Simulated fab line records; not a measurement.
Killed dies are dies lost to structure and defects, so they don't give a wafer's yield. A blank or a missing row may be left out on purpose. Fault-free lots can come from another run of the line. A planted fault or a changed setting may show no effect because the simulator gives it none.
Problem report in the 8D (eight disciplines) form, filled by code || flow nandHarc || the parts of the form that need people (team, actions taken, sign-off) are left out

== 1. WHAT IS WRONG ==
At NHARC_END_SORT_01, killedAtArray averages 146 over 5 wafers from 3 lots, while fault-free wafers read 46, standard deviation 15. That puts it +6.7 standard deviations away from the usual mean.
First observed at day 27 15:30: wafer L926.2, on prober-01. The record has a number at this step for 7 wafers belonging to 3 lots. Rule for "out", or "out of limits": more than 4 standard deviations from the usual mean. The rest of the wafers with a number are treated as sound.

== 2. WHAT IT IS AND WHAT IT IS NOT ==
{"question": "which readings at this step", "is": "killedAtArray, killedDies", "is not": "killedAtOther, killedAtPeriphery, killedOpen, killedShort"}
{"question": "which lots", "is": "L926, L928, L929", "is not": "-"}
{"question": "which wafers of those lots", "is": "L926.2, L926.4, L928.2, L929.2, L929.4", "is not": "L926.1, L928.3"}
{"question": "read on which gauges", "is": "prober-01, prober-02", "is not": "-"}
{"question": "when", "is": "from day 27 15:30", "is not": "up to then (1 sound wafer); but 1 sound wafer of L928 came after"}

== 3. WHAT RULES OUT EACH SUSPECT ==
Counting: any tool at a process step up to the reading remains a suspect provided it ran every lot that is out. Sound lots after the first of them don't rule it out here, since some wafers of a struck lot are sound.
- the gauge at NHARC_END_SORT_01 has been ruled out. Those wafers that are out were read across 2 gauges (prober-01, prober-02).
- rieDiel-13 at NHARC_A_BLC_ETCH_18 (etches the open film in C4F8/O2/Ar, target depth 910 nm): kept. It ran every lot that is out, first L926 (day 25 18:02).
After counting, what remains is rieDiel-13 at NHARC_A_BLC_ETCH_18.

== 4. THE CAUSE (what the simulator had put in) ==
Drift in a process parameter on rieDiel-13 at NHARC_A_BLC_ETCH_18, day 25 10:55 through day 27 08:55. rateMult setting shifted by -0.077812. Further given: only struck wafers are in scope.
The count eliminated every tool but this one.

== 5. SEQUENCE OF EFFECTS, ordered by route ==
One row per reading whose mean, taken over the struck wafers that have a number, lies over 3 standard deviations from the usual. Only readings for which the record gives a usual standard deviation are gone through. hours: the time from each lot's start at the first step in this table that gives one to its start at this step, as a median over the lots. sigmas: the change in usual standard deviations.
{"hours": 0, "step": "NHARC_END_SORT_01", "reading": "killedAtArray", "usual": 46, "on struck wafers": 146, "change": "+100", "sigmas": "+6.7"}
{"hours": 0, "step": "NHARC_END_SORT_01", "reading": "killedDies", "usual": 50, "on struck wafers": 149, "change": "+99", "sigmas": "+6.6"}

== 6. HOW IT WOULD HAVE BEEN CAUGHT EARLIER ==
In this record the first reading out of limits at a measuring or inspecting step was taken at day 27 15:30, 53 hours after the fault began at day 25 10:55.
No tool reading at NHARC_A_BLC_ETCH_18 that has a usual standard deviation in the record was out on any struck wafer, so an alarm limit of 4 standard deviations on those readings would not have fired.
By day 27 15:30 the whole set of lots that are out, 3 in number, had already begun NHARC_A_BLC_ETCH_18 on rieDiel-13. Holding the tool at that point would not have protected any of them.
